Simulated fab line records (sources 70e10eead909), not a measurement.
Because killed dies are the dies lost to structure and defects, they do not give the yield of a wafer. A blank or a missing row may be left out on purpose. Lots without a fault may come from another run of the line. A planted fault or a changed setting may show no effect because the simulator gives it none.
fab line records	flow nand_harc
record lots=11	wafers=33	last_day=33
route steps=1302 shown A_BONDPAD@1220 END@1302
lots that met no fault: from a run of the same line without faults
start_h: hours from the record's opening day to when the first of the lot's shown wafers began	wait_h: time in hours since the lot's previous step	" same as the row above	L1.1+2: several wafers, shown together as one row	- value missing, or start not given	* or withheld: withheld	< > ~ a bound
route shown NAME@n: a module of which the file shows steps, and the number in the route of the first	usual: mean and standard deviation over wafers with no fault	same: alike in all rows	chamber/n: place in a boat	sites: readings site by site	_std_site: the values' standard deviation	_edge_site: mean of outer sites minus mean of inner sites	radius_mm: how far each site lies from the wafer's centre	mask NAME#n: copy n	behind: the most recent tool/chamber to have shaped the wafer	hold: reason for holding the lot/hours on hold/outcome of the hold	device: transistor that didn't switch, given as n, p or np	end of line: tests of these same wafers at the route's end	a step with no rows: only its recipe	killed: dies that structure and defects cost at the first sort, which is not the same as the wafer's yield	map: dies across one wafer; x = killed, . = not, _ = none there
set.NAME: the run value of the setting; set.NAME@STEP: its run value at that earlier step	model.NAME: the simulator's own value behind a step, which no gauge read
a sample of lots followed through the steps of the route, with each step as a table and each wafer as a row
services: when a tool's chamber went out of use (start_h, in hours from the record's first day, below 0 if earlier), for how many hours, and the reason
## steps
# step NHARC_A_BONDPAD_ETCH_12
# recipe target_depth_a=2200	time_s=110	chf3_flow_sccm=50	o2_flow_sccm=10	ar_flow_sccm=200	rf_w=500	bias_w=200	chemistry=CHF3/O2
# usual drypump_motor_current_A=5.7/0.4	o2_flow_sccm=10.00/0.032	oes_product_au=0.929/0.023	rf_fwd_power_W=497.0/1.5	rf_vpp_V=369.5/1.9	showerhead_plenum_p_Torr=2.35/0.078	throttle_valve_pct=20.573/0.0095
lot.wafer	tool	chamber	start_h	wait_h	drypump_motor_current_A	o2_flow_sccm	oes_product_au	rf_fwd_power_W	rf_hours_counter_h	rf_vpp_V	showerhead_plenum_p_Torr	throttle_valve_pct
L262.4	rie_diel-06	0	536.41	-	6.1	10.00	0.925	494.4	6	368.8	2.29	20.577
L262.3	"	2	"	"	5.8	9.95	0.921	500.3	7	369.8	2.31	20.572
L262.6	"	3	"	"	5.8	10.01	0.920	499.3	-	370.1	2.37	20.567
L261.1	rie_diel-06	1	538.14	-	4.9	9.99	0.910	499.2	7	369.3	2.34	20.565
L261.4	"	0	"	"	6.1	9.95	0.917	494.6	6	368.8	2.29	20.571
L261.5	"	1	"	"	4.8	9.97	0.901	498.6	-	369.8	2.34	20.572
L260.1	rie_diel-01	0	542.34	-	5.9	10.03	0.931	494.3	53	369.1	2.41	20.585
L260.5	"	3	"	"	6.4	10.02	0.924	496.3	-	367.9	2.25	20.577
L260.6	"	0	"	"	5.9	10.01	0.940	494.5	-	372.0	2.41	20.566
L264.1	rie_diel-11	3	596.23	-	5.8	10.05	0.910	496.1	4	371.1	2.51	20.577
L264.3	"	1	"	"	5.2	9.94	0.909	497.8	4	368.1	2.26	20.564
L264.6	"	3	"	"	5.8	10.00	0.911	496.8	-	372.6	2.51	20.567
L266.4	rie_diel-06	0	602.89	-	6.1	9.97	0.916	495.8	18	368.7	2.29	20.571
L266.3	"	1	"	"	4.8	9.98	0.914	495.4	18	370.9	2.34	20.575
L266.5	"	2	"	"	5.8	9.98	0.939	495.3	-	368.1	2.31	20.558
L270.1	rie_diel-11	3	645.05	-	5.8	10.05	0.904	497.9	1	373.6	2.51	20.554
L270.6	"	0	"	"	6.2	9.98	0.936	494.9	-	370.8	2.40	20.559
L270.5	"	1	"	"	5.3	9.96	0.913	495.1	-	367.0	2.26	20.594
L273.1	rie_diel-11	0	676.66	-	6.2	10.00	0.982	498.1	2	371.7	2.40	20.579
L273.5	"	3	"	"	5.8	10.04	0.964	495.9	-	374.0	2.51	20.575
L273.6	"	0	"	"	6.2	10.01	0.986	496.6	-	370.3	2.40	20.580
L275.2	rie_diel-11	1	679.21	-	5.2	9.98	0.950	499.1	3	367.9	2.26	20.577
L275.3	"	3	"	"	5.8	10.09	0.960	498.0	3	372.9	2.51	20.569
L275.5	"	0	"	"	6.2	9.97	1.231	697.5	-	370.3	2.40	20.573
L272.2	rie_diel-11	3	682.01	-	5.8	10.00	0.903	498.4	3	371.9	2.51	20.566
L272.4	"	0	"	"	6.2	10.03	1.146	694.8	3	371.8	2.40	20.553
L272.6	"	0	"	"	6.2	9.96	1.160	697.9	-	370.4	2.40	20.577
L276.3	rie_diel-11	1	685.82	-	5.3	9.97	0.953	497.4	3	367.6	2.26	20.569
L276.2	"	3	"	"	5.7	10.00	0.949	496.2	3	373.5	2.51	20.568
L276.4	"	0	"	"	6.2	10.00	1.219	697.8	3	370.5	2.40	20.580
L283.3	rie_diel-06	3	764.39	-	5.9	10.00	0.924	495.8	15	369.6	2.36	20.566
L283.4	"	0	"	"	6.1	9.98	0.933	495.7	14	369.2	2.28	20.584
L283.5	"	3	"	"	5.9	10.03	0.920	496.1	-	370.0	2.36	20.564
# step NHARC_A_BONDPAD_CD_MEAS_13
# usual cd_nm=501.6/3
lot.wafer	tool	chamber	start_h	wait_h	cd_nm
L262.3	cd_sem-02	-	536.55	-	502.5
L262.4	"	-	"	"	503.9
L262.6	"	-	"	"	502.0
L261.1	cd_sem-02	-	538.28	-	500.1
L261.4	"	-	"	"	497.9
L261.5	"	-	"	"	503.0
L260.1	cd_sem-03	-	542.47	-	498.5
L260.5	"	-	"	"	500.0
L260.6	"	-	"	"	499.7
L264.1	cd_sem-02	-	596.36	-	503.3
L264.3	"	-	"	"	498.4
L264.6	"	-	"	"	500.6
L266.3	cd_sem-02	-	603.02	-	501.8
L266.4	"	-	"	"	500.9
L266.5	"	-	"	"	502.2
L270.1	cd_sem-03	-	645.17	-	497.7
L270.5	"	-	"	"	501.3
L270.6	"	-	"	"	504.4
L273.1	cd_sem-01	-	676.79	-	505.9
L273.5	"	-	"	"	506.1
L273.6	"	-	"	"	507.0
L275.2	cd_sem-02	-	679.35	-	504.8
L275.3	"	-	"	"	500.3
L275.5	"	-	"	"	505.3
L272.2	cd_sem-01	-	682.15	-	500.1
L272.4	"	-	"	"	505.5
L272.6	"	-	"	"	504.2
L276.2	cd_sem-03	-	685.96	-	498.9
L276.3	"	-	"	"	503.0
L276.4	"	-	"	"	504.1
L283.3	cd_sem-01	-	764.52	-	499.1
L283.4	"	-	"	"	502.8
L283.5	"	-	"	"	500.5
# step NHARC_A_BONDPAD_STRIP_15
# recipe o2_flow_sccm=500	ar_flow_sccm=0	bias_w=0	chemistry=O2
# usual drypump_motor_current_A=5.7/0.41	o2_flow_sccm=500.0/1.5	oes_product_au=0.993/0.014	rf_vpp_V=57.5/0.89	showerhead_plenum_p_Torr=3.45/0.11	throttle_valve_pct=17.036/0.0088
lot.wafer	tool	chamber	start_h	wait_h	drypump_motor_current_A	o2_flow_sccm	oes_product_au	rf_hours_counter_h	rf_vpp_V	showerhead_plenum_p_Torr	throttle_valve_pct
L262.4	rie_diel-11	1	536.64	0.1	5.3	497.3	0.992	2	56.4	3.32	17.051
L262.3	"	2	"	"	5.6	501.2	1.016	3	58.3	3.41	17.035
L262.6	"	1	"	"	5.3	501.3	0.997	-	57.0	3.32	17.039
L261.1	rie_diel-06	3	538.38	0.1	5.8	501.2	0.980	6	57.8	3.48	17.042
L261.4	"	0	"	"	6.1	497.6	0.985	6	58.6	3.37	17.021
L261.5	"	2	"	"	5.9	503.7	0.980	-	56.9	3.39	17.026
L260.1	rie_diel-06	1	542.56	0.1	4.9	498.4	0.988	8	59.0	3.44	17.030
L260.6	"	0	"	"	6.2	500.3	0.994	-	55.9	3.37	17.020
L260.5	"	1	"	"	4.9	498.5	0.973	-	57.4	3.44	17.030
L264.3	rie_diel-06	1	596.43	0.1	4.9	498.4	0.974	17	57.7	3.44	17.034
L264.1	"	3	"	"	5.9	502.0	0.985	16	57.4	3.48	17.049
L264.6	"	2	"	"	5.9	500.1	0.988	-	57.3	3.39	17.039
L266.3	rie_diel-06	3	603.10	0.1	5.9	500.9	0.978	18	56.7	3.48	17.035
L266.4	"	1	"	"	4.9	501.4	0.982	18	57.8	3.44	17.030
L266.5	"	2	"	"	5.8	500.6	0.976	-	57.6	3.39	17.041
L270.1	rie_diel-11	1	645.24	0.1	5.3	502.2	0.986	1	58.7	3.32	17.037
L270.6	"	1	"	"	5.3	498.6	0.972	-	56.6	3.32	17.025
L270.5	"	2	"	"	5.5	500.7	0.994	-	56.0	3.40	17.039
L273.1	rie_diel-11	0	676.86	0.1	6.2	500.6	1.006	2	56.7	3.53	17.046
L273.5	"	0	"	"	6.2	500.3	1.009	-	57.7	3.53	17.046
L273.6	"	1	"	"	5.3	501.7	0.980	-	56.9	3.32	17.039
L275.2	rie_diel-06	0	679.44	0.1	6.2	499.0	1.006	0	56.5	3.36	17.037
L275.3	"	2	"	"	5.8	500.7	1.002	0	55.9	3.38	17.019
L275.5	"	3	"	"	5.9	499.2	0.987	-	59.2	3.47	17.042
L272.2	rie_diel-01	2	682.26	0.1	5.9	503.7	0.993	34	57.8	3.42	17.020
L272.4	"	3	"	"	6.4	501.5	1.005	40	56.5	3.28	17.043
L272.6	"	1	"	"	5.7	499.2	1.040	-	58.6	3.59	17.040
L276.2	rie_diel-11	3	686.05	0.1	5.8	499.1	1.003	3	59.5	3.69	17.030
L276.3	"	0	"	"	6.2	498.9	1.023	3	57.2	3.53	17.036
L276.4	"	1	"	"	5.3	501.3	0.994	3	56.7	3.32	17.051
L283.3	rie_diel-06	1	764.59	0.1	4.9	499.4	0.989	12	57.8	3.42	17.042
L283.4	"	2	"	"	5.9	500.7	0.992	15	56.4	3.38	17.043
L283.5	"	2	"	"	5.9	501.2	1.005	-	57.7	3.38	17.035
# step NHARC_A_BONDPAD_PVD_17
# recipe target_thk_a=50	bias_v=168.6	power_w=15000	chamber_pressure_pa=0.12	time_s=8.06	substrate_temp_c=50	material=TaN
# usual throttle_valve_pct=30.0/0.92
lot.wafer	tool	chamber	start_h	wait_h	throttle_valve_pct
L262.4	pvd_sputter-03	-	-	-	29.4
L262.3	"	-	"	"	29.6
L262.6	"	-	"	"	30.3
L261.1	pvd_sputter-02	-	-	-	30.1
L261.4	"	-	"	"	29.6
L261.5	"	-	"	"	29.9
L260.1	pvd_sputter-01	-	-	-	29.6
L260.6	"	-	"	"	30.4
L260.5	"	-	"	"	32.3
L264.3	pvd_sputter-02	-	-	-	29.1
L264.1	"	-	"	"	29.7
L264.6	"	-	"	"	29.6
L266.4	pvd_sputter-02	-	-	-	29.3
L266.3	"	-	"	"	29.5
L266.5	"	-	"	"	29.9
L270.1	pvd_sputter-03	-	-	-	30.7
L270.5	"	-	"	"	29.7
L270.6	"	-	"	"	30.2
L273.1	pvd_sputter-01	-	-	-	32.1
L273.5	"	-	"	"	29.8
L273.6	"	-	"	"	28.5
L275.3	pvd_sputter-03	-	-	-	30.7
L275.2	"	-	"	"	29.2
L275.5	"	-	"	"	30.4
L272.4	pvd_sputter-01	-	-	-	30.0
L272.2	"	-	"	"	28.9
L272.6	"	-	"	"	29.7
L276.2	pvd_sputter-01	-	-	-	28.7
L276.4	"	-	"	"	32.0
L276.3	"	-	"	"	30.1
L283.3	pvd_sputter-02	-	-	-	29.2
L283.4	"	-	"	"	30.6
L283.5	"	-	"	"	29.1
# step NHARC_END_SORT_01
# recipe temp_c=25
# usual defect_limited_yield=91/3.1	killed_at_array=54/21	killed_at_other=0.9/1.1	killed_at_periphery=3.5/2.5	killed_dies=58/21	killed_open=3.3/1.9	killed_short=2.6/1.8	sort_bin_2_pct=3.0/1.4	sort_bin_3_pct=0.6/0.41	sort_bin_4_pct=4.9/1.7	sort_n_pass=619/21	sort_rim_yield_pct=92/4	sort_yield_pct=91/3.1
# same gross_dies=677	sort_bin_5_pct[%]=0	sort_bin_6_pct[%]=0	sort_bin_7_pct[%]=0	sort_bin_8_pct[%]=0	sort_rim_n_gross=106.00
lot.wafer	tool	chamber	start_h	wait_h	defect_limited_yield[%]	killed_at_array	killed_at_other	killed_at_periphery	killed_dies	killed_open	killed_short	sort_bin_2_pct[%]	sort_bin_3_pct[%]	sort_bin_4_pct[%]	sort_n_pass	sort_rim_yield_pct[%]	sort_yield_pct[%]
L261.1	prober-02	0	568.35	2.5	91	56	0	2	58	2	3	1.9	0.3	6.4	619	92	91
L261.4	prober-02	0	570.76	3.4	92	53	0	4	57	6	2	3.2	0.4	4.7	620	96	92
L261.5	prober-02	0	571.56	3.7	92	52	0	4	56	5	0	2.8	0.3	5.2	621	95	92
L260.1	prober-02	0	577.29	2.5	97	14	2	3	19	3	0	0.9	0.1	1.8	658	97	97
L260.5	prober-02	0	580.49	3.7	95	21	1	10	32	1	2	1.3	0.1	3.2	645	98	95
L260.6	prober-02	0	581.28	4.0	95	25	1	8	34	2	2	1.6	0.6	2.8	643	95	95
L262.3	prober-01	0	577.68	3.1	91	61	0	0	61	3	1	3.0	0.7	5.3	616	99	91
L262.4	prober-01	0	578.48	3.4	94	41	0	2	43	2	3	2.5	0.7	3.1	634	95	94
L262.6	prober-01	0	580.06	4.0	93	43	1	4	48	3	3	1.5	0.6	5.0	629	94	93
L264.1	prober-02	0	622.75	2.5	87	85	2	2	89	1	1	4.7	1.3	7.1	588	88	87
L264.3	prober-02	0	624.35	3.1	87	85	4	1	90	1	4	4.4	1.2	7.7	587	92	87
L264.6	prober-02	0	626.75	4.0	87	87	2	0	89	3	4	5.2	0.9	7.1	588	91	87
L266.3	prober-02	0	640.69	3.1	90	67	1	2	70	2	3	4.7	1.2	4.4	607	89	90
L266.4	prober-02	0	641.50	3.4	88	78	0	3	81	3	5	4.4	1.2	6.4	596	97	88
L266.5	prober-02	0	642.30	3.7	85	96	1	7	104	6	1	5.9	1.3	8.1	573	91	85
L270.1	prober-01	0	674.43	2.5	92	46	0	5	51	3	1	2.5	0.3	4.7	626	95	92
L270.5	prober-01	0	677.66	3.7	94	37	0	4	41	1	2	2.4	0.6	3.1	636	95	94
L270.6	prober-01	0	678.46	4.0	93	42	0	5	47	5	2	2.4	0.3	4.3	630	98	93
L273.1	prober-01	0	705.48	2.5	90	58	2	5	65	1	1	2.8	0.6	6.2	612	88	90
L273.5	prober-01	0	708.70	3.7	90	53	0	13	66	5	1	3.5	0.6	5.6	611	93	90
L273.6	prober-01	0	709.50	4.0	91	56	1	6	63	6	5	4.1	0.3	4.9	614	92	91
L275.2	prober-01	0	714.07	2.8	92	46	0	10	56	4	0	3.5	1.2	3.5	621	90	92
L275.3	prober-01	0	714.86	3.1	95	24	0	8	32	3	2	1.2	0.6	3.0	645	92	95
L275.5	prober-01	0	716.45	3.7	91	54	1	3	58	2	2	3.5	0.7	4.3	619	88	91
L272.2	prober-02	0	716.76	2.8	90	65	0	4	69	4	6	1.9	0.7	7.5	608	94	90
L272.4	prober-02	0	718.38	3.4	89	71	0	5	76	2	3	3.7	1.3	6.2	601	94	89
L272.6	prober-02	0	719.99	4.0	90	60	0	6	66	5	3	3.1	0.7	5.9	611	96	90
L276.2	prober-01	0	721.83	2.8	90	62	2	2	66	5	4	3.2	0.9	5.6	611	86	90
L276.3	prober-01	0	722.63	3.1	90	64	2	1	67	4	3	2.7	0.7	6.5	610	91	90
L276.4	prober-01	0	723.43	3.4	92	53	2	2	57	6	0	3.4	0.6	4.4	620	90	92
L283.3	prober-02	0	796.07	3.1	94	35	2	1	38	5	5	2.8	0.4	2.4	639	92	94
L283.4	prober-02	0	796.88	3.4	92	51	1	5	57	6	4	2.4	0.6	5.5	620	97	92
L283.5	prober-02	0	797.68	3.7	94	41	0	1	42	2	4	1.8	0.3	4.1	635	89	94
# killed by level:class
L261.1 A_CHANNEL_HOLE_D2:chamber_film_flake=36 A_CHANNEL_FILL_D1:chamber_film_flake=4 A_CONTACT:chamber_film_flake=4 A_CHANNEL_HOLE_D1:chamber_film_flake=2 A_DECK1_JOINT:chamber_film_flake=2 A_SLIT:chamber_film_flake=2 A_WL_FILL:chamber_film_flake=2 P_BONDPAD:geometric_particle:short=1
L261.4 A_CHANNEL_HOLE_D2:chamber_film_flake=34 A_CONTACT:chamber_film_flake=5 P_GATE:chamber_film_flake=2 A_CHANNEL_HOLE_D1:chamber_film_flake=2 A_ONON_D1:geometric_particle:open=1 A_CHANNEL_FILL_D1:geometric_particle:open=1 A_DECK1_JOINT:geometric_particle:open=1 A_ONON_D2:geometric_particle:open=1
L261.5 A_CHANNEL_HOLE_D2:chamber_film_flake=33 A_CHANNEL_FILL_D1:chamber_film_flake=6 A_CONTACT:chamber_film_flake=4 A_WL_FILL:chamber_film_flake=3 P_GATE:chamber_film_flake=2 A_SLIT:chamber_film_flake=2 P_CONTACT:geometric_particle:open=1 P_BONDPAD:geometric_particle:open=1
L260.1 A_CHANNEL_HOLE_D2:chamber_film_flake=6 A_DECK1_JOINT:chamber_film_flake=3 A_STAIRCASE:chamber_film_flake=2 P_M0:geometric_particle:open=1 A_ONON_D2:geometric_particle:open=1 STARTING-WAFER:geometric_particle:open=1 P_ZERO_WELL:chamber_film_flake=1 P_GATE:chamber_film_flake=1
L262.3 A_CHANNEL_HOLE_D1:chamber_film_flake=43 A_CHANNEL_HOLE_D2:chamber_film_flake=4 A_STAIRCASE:chamber_film_flake=4 A_CONTACT:chamber_film_flake=4 A_CHANNEL_HOLE_D1:geometric_particle:open=2 A_WL_FILL:geometric_particle:short=1 A_WL_FILL:geometric_particle:open=1 A_SLIT:chamber_film_flake=1
L262.4 A_CHANNEL_HOLE_D1:chamber_film_flake=30 A_CHANNEL_HOLE_D2:chamber_film_flake=3 A_CHANNEL_FILL_D2:chamber_film_flake=2 A_CONTACT:chamber_film_flake=2 P_CONTACT:geometric_particle:short=1 P_M2:geometric_particle:short=1 A_CHANNEL_FILL_D1:geometric_particle:short=1 A_DECK1_JOINT:geometric_particle:open=1
L262.6 A_CHANNEL_HOLE_D1:chamber_film_flake=28 A_CHANNEL_HOLE_D2:chamber_film_flake=4 A_STAIRCASE:chamber_film_flake=3 A_CHANNEL_FILL_D2:chamber_film_flake=2 P_M0:geometric_particle:short=1 P_M1:geometric_particle:open=1 A_ONON_D1:geometric_particle:short=1 A_ONON_D1:geometric_particle:open=1
L260.5 P_GATE:chamber_film_flake=9 A_CHANNEL_HOLE_D2:chamber_film_flake=6 A_STAIRCASE:chamber_film_flake=6 A_CHANNEL_HOLE_D1:chamber_film_flake=3 A_SLIT:chamber_film_flake=2 A_SOURCE_PLATE:geometric_particle:open=1 A_ONON_D1:geometric_particle:short=1 A_CHANNEL_FILL_D1:geometric_particle:short=1
L260.6 A_CHANNEL_HOLE_D2:chamber_film_flake=9 P_GATE:chamber_film_flake=7 A_STAIRCASE:chamber_film_flake=5 A_CHANNEL_HOLE_D1:chamber_film_flake=4 A_SGD_CUT:chamber_film_flake=2 P_CONTACT:geometric_particle:open=1 A_SOURCE_PLATE:geometric_particle:short=1 A_DECK1_JOINT:geometric_particle:short=1
L264.1 A_CHANNEL_HOLE_D2:chamber_film_flake=28 A_CHANNEL_HOLE_D1:chamber_film_flake=24 A_SLIT:chamber_film_flake=18 A_CONTACT:chamber_film_flake=8 A_DECK1_JOINT:chamber_film_flake=2 P_M0:geometric_particle:short=1 A_SOURCE_PLATE:geometric_particle:open=1 P_STI:chamber_film_flake=1
L264.3 A_SLIT:chamber_film_flake=29 A_CHANNEL_HOLE_D1:chamber_film_flake=22 A_CHANNEL_HOLE_D2:chamber_film_flake=22 A_CONTACT:chamber_film_flake=6 THIN_TSV:chamber_film_flake=4 A_CHANNEL_FILL_D1:geometric_particle:short=2 P_CONTACT:geometric_particle:open=1 A_SOURCE_PLATE:geometric_particle:short=1
L264.6 A_CHANNEL_HOLE_D1:chamber_film_flake=32 A_CHANNEL_HOLE_D2:chamber_film_flake=29 A_SLIT:chamber_film_flake=16 A_CHANNEL_FILL_D1:geometric_particle:open=2 A_WL_FILL:geometric_particle:short=2 A_CONTACT:chamber_film_flake=2 THIN_TSV:chamber_film_flake=2 A_DECK1_JOINT:geometric_particle:short=1
L266.3 A_CHANNEL_HOLE_D2:chamber_film_flake=24 A_CHANNEL_HOLE_D1:chamber_film_flake=18 A_SLIT:chamber_film_flake=15 A_STAIRCASE:chamber_film_flake=2 A_CONTACT:chamber_film_flake=2 A_CHANNEL_HOLE_D1:geometric_particle:open=1 A_DECK1_JOINT:geometric_particle:short=1 A_SGD_CUT:geometric_particle:open=1
L266.4 A_CHANNEL_HOLE_D2:chamber_film_flake=25 A_CHANNEL_HOLE_D1:chamber_film_flake=21 A_SLIT:chamber_film_flake=21 A_CHANNEL_FILL_D2:geometric_particle:open=2 A_SGD_CUT:geometric_particle:short=2 P_M2:chamber_film_flake=2 A_CHANNEL_FILL_D1:geometric_particle:short=1 A_DECK1_JOINT:geometric_particle:short=1
L266.5 A_CHANNEL_HOLE_D2:chamber_film_flake=32 A_CHANNEL_HOLE_D1:chamber_film_flake=27 A_SLIT:chamber_film_flake=23 A_CONTACT:chamber_film_flake=6 A_ZERO_WELL:chamber_film_flake=3 P_CONTACT:geometric_particle:open=2 P_STI:chamber_film_flake=2 P_M2:chamber_film_flake=2
L270.1 A_CHANNEL_HOLE_D1:chamber_film_flake=33 A_CONTACT:chamber_film_flake=5 P_ZERO_WELL:chamber_film_flake=2 A_STAIRCASE:chamber_film_flake=2 P_GATE:geometric_particle:open=1 P_M1:geometric_particle:open=1 A_CHANNEL_FILL_D2:geometric_particle:open=1 A_WL_FILL:geometric_particle:short=1
L270.5 A_CHANNEL_HOLE_D1:chamber_film_flake=21 A_CONTACT:chamber_film_flake=6 A_SLIT:chamber_film_flake=5 A_CHANNEL_FILL_D2:chamber_film_flake=3 P_CONTACT:geometric_particle:short=1 P_M0:geometric_particle:open=1 A_STAIRCASE:geometric_particle:short=1 P_ZERO_WELL:chamber_film_flake=1
L270.6 A_CHANNEL_HOLE_D1:chamber_film_flake=29 A_SLIT:chamber_film_flake=3 A_WL_FILL:chamber_film_flake=3 A_STAIRCASE:chamber_film_flake=2 P_M0:geometric_particle:open=1 P_M1:geometric_particle:short=1 P_M1:geometric_particle:open=1 A_ONON_D1:geometric_particle:short=1
L273.1 A_CHANNEL_HOLE_D1:chamber_film_flake=42 A_SLIT:chamber_film_flake=5 P_M1:chamber_film_flake=3 A_CHANNEL_FILL_D2:chamber_film_flake=2 A_WL_FILL:chamber_film_flake=2 A_CONTACT:chamber_film_flake=2 THIN_TSV:chamber_film_flake=2 A_CHANNEL_FILL_D2:geometric_particle:short=1
L273.5 A_CHANNEL_HOLE_D1:chamber_film_flake=30 A_CONTACT:chamber_film_flake=8 P_M1:chamber_film_flake=6 P_BONDPAD:chamber_film_flake=3 A_STAIRCASE:chamber_film_flake=3 A_SLIT:chamber_film_flake=3 P_M2:chamber_film_flake=2 A_ZERO_WELL:chamber_film_flake=2
L273.6 A_CHANNEL_HOLE_D1:chamber_film_flake=36 A_CHANNEL_FILL_D2:chamber_film_flake=4 P_M1:chamber_film_flake=3 A_ONON_D1:geometric_particle:short=2 A_WL_FILL:geometric_particle:open=2 A_CONTACT:chamber_film_flake=2 P_M0:geometric_particle:open=1 A_ONON_D1:geometric_particle:open=1
L275.2 A_SLIT:chamber_film_flake=26 A_CHANNEL_HOLE_D2:chamber_film_flake=12 P_ZERO_WELL:chamber_film_flake=4 A_CHANNEL_HOLE_D1:chamber_film_flake=2 P_BONDPAD:chamber_film_flake=2 A_CHANNEL_FILL_D2:chamber_film_flake=2 A_CONTACT:chamber_film_flake=2 P_GATE:geometric_particle:open=1
L275.3 A_SLIT:chamber_film_flake=12 A_CHANNEL_HOLE_D1:chamber_film_flake=4 A_CHANNEL_HOLE_D2:chamber_film_flake=4 P_GATE:chamber_film_flake=3 P_BONDPAD:chamber_film_flake=3 P_CONTACT:geometric_particle:open=1 P_M0:geometric_particle:open=1 A_CHANNEL_FILL_D2:geometric_particle:short=1
L275.5 A_SLIT:chamber_film_flake=28 A_CHANNEL_HOLE_D2:chamber_film_flake=8 A_CHANNEL_HOLE_D1:chamber_film_flake=7 A_STAIRCASE:chamber_film_flake=4 P_BONDPAD:chamber_film_flake=2 A_CHANNEL_FILL_D1:geometric_particle:open=1 A_CHANNEL_FILL_D1:geometric_particle:short=1 A_CHANNEL_FILL_D2:geometric_particle:open=1
L272.2 A_CHANNEL_HOLE_D1:chamber_film_flake=28 A_CHANNEL_HOLE_D2:chamber_film_flake=17 A_WL_FILL:geometric_particle:short=4 A_CONTACT:chamber_film_flake=4 A_ONON_D1:geometric_particle:open=3 A_CHANNEL_FILL_D2:chamber_film_flake=3 A_ZERO_WELL:chamber_film_flake=2 A_WL_FILL:chamber_film_flake=2
L272.4 A_CHANNEL_HOLE_D1:chamber_film_flake=34 A_CHANNEL_HOLE_D2:chamber_film_flake=15 A_SLIT:chamber_film_flake=6 P_M1:chamber_film_flake=4 A_STAIRCASE:chamber_film_flake=4 A_CHANNEL_FILL_D2:chamber_film_flake=3 A_CONTACT:chamber_film_flake=2 A_ONON_D1:geometric_particle:open=1
L272.6 A_CHANNEL_HOLE_D1:chamber_film_flake=33 A_CHANNEL_HOLE_D2:chamber_film_flake=8 A_STAIRCASE:chamber_film_flake=3 A_SLIT:chamber_film_flake=3 P_M1:chamber_film_flake=2 A_ZERO_WELL:chamber_film_flake=2 A_CHANNEL_FILL_D2:chamber_film_flake=2 A_CONTACT:chamber_film_flake=2
L276.2 A_CHANNEL_HOLE_D2:chamber_film_flake=19 A_SLIT:chamber_film_flake=17 A_CHANNEL_HOLE_D1:chamber_film_flake=9 A_CHANNEL_FILL_D2:chamber_film_flake=3 A_STAIRCASE:chamber_film_flake=3 A_ONON_D1:geometric_particle:short=2 P_ZERO_WELL:chamber_film_flake=2 THIN_TSV:chamber_film_flake=2
L276.3 A_SLIT:chamber_film_flake=30 A_CHANNEL_HOLE_D2:chamber_film_flake=14 A_CHANNEL_HOLE_D1:chamber_film_flake=7 A_STAIRCASE:chamber_film_flake=3 A_CHANNEL_FILL_D2:chamber_film_flake=2 THIN_TSV:chamber_film_flake=2 A_ONON_D1:geometric_particle:short=1 A_ONON_D1:geometric_particle:open=1
L276.4 A_SLIT:chamber_film_flake=18 A_CHANNEL_HOLE_D2:chamber_film_flake=15 A_CHANNEL_HOLE_D1:chamber_film_flake=8 A_CHANNEL_FILL_D2:chamber_film_flake=3 A_CHANNEL_FILL_D1:geometric_particle:open=2 A_WL_FILL:geometric_particle:open=2 A_STAIRCASE:chamber_film_flake=2 THIN_TSV:chamber_film_flake=2
L283.3 A_SLIT:chamber_film_flake=15 A_STAIRCASE:chamber_film_flake=5 A_CONTACT:chamber_film_flake=5 P_STI:geometric_particle:open=1 A_ONON_D1:geometric_particle:open=1 A_ONON_D1:geometric_particle:short=1 A_CHANNEL_FILL_D1:geometric_particle:short=1 A_DECK1_JOINT:geometric_particle:short=1
L283.4 A_SLIT:chamber_film_flake=26 A_CONTACT:chamber_film_flake=10 A_CHANNEL_HOLE_D2:chamber_film_flake=4 P_M0:geometric_particle:short=2 A_WL_FILL:geometric_particle:open=2 A_STAIRCASE:chamber_film_flake=2 P_STI:geometric_particle:open=1 A_ONON_D2:geometric_particle:open=1
L283.5 A_SLIT:chamber_film_flake=22 A_STAIRCASE:chamber_film_flake=6 A_CONTACT:chamber_film_flake=4 A_ONON_D2:geometric_particle:short=2 A_DECK1_JOINT:chamber_film_flake=2 P_M2:geometric_particle:short=1 A_CHANNEL_FILL_D1:geometric_particle:open=1 A_ONON_D2:geometric_particle:open=1
## services
tool	chamber	start_h	hours	kind
pvd_sputter-03	-	524.24	2.4	repair
pvd_sputter-03	-	538.51	59.4	repair
pvd_sputter-02	-	553.71	21.4	repair
rie_diel-01	-	557.83	9.0	pm
rie_diel-01	2	573.91	10.4	repair
pvd_sputter-01	-	598.32	10.0	pm
rie_diel-11	-	609.52	9.0	pm
rie_diel-01	0	630.12	3.1	repair
pvd_sputter-01	-	630.80	2.8	repair
pvd_sputter-02	-	638.00	10.0	pm
pvd_sputter-01	-	655.97	2.6	repair
rie_diel-06	-	660.48	0.3	repair
rie_diel-06	-	661.31	9.0	pm
rie_diel-01	0	665.61	2.4	repair
rie_diel-06	1	670.89	15.1	repair
pvd_sputter-03	-	675.90	1.4	repair
rie_diel-11	3	686.48	6.0	repair
pvd_sputter-01	-	699.70	1.2	repair
pvd_sputter-03	-	704.64	10.0	pm
rie_diel-01	-	734.83	9.0	pm
rie_diel-11	3	744.33	1.7	repair
rie_diel-11	-	745.55	0.7	repair
rie_diel-11	1	754.04	5.3	repair
pvd_sputter-03	-	757.54	2.6	repair
## key
first_sign step=NHARC_A_BONDPAD_ETCH_12	reading=rf_fwd_power_W	direction=up	sigmas=99+	usual=*	struck=*
effect step=NHARC_A_BONDPAD_ETCH_12	reading=oes_product_au	direction=up	sigmas=11	usual=0.929	struck=1.189
met_at NHARC_A_BONDPAD_ETCH_12
struck_lots L272,L275,L276
struck_wafers L272.4,L272.6,L275.5,L276.4
not_acting_at NHARC_A_BONDPAD_CD_MEAS_13,NHARC_A_BONDPAD_STRIP_15,NHARC_A_BONDPAD_PVD_17
onset_between 676.66 679.21
fault kind=process_parameter_drift	tool=rie_diel-11	chamber=0	onset_h=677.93	steps=NHARC_A_BONDPAD_ETCH_12	channel=rf_w	offset=*	shape=step	end_h=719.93	acts_in=*	stated=*
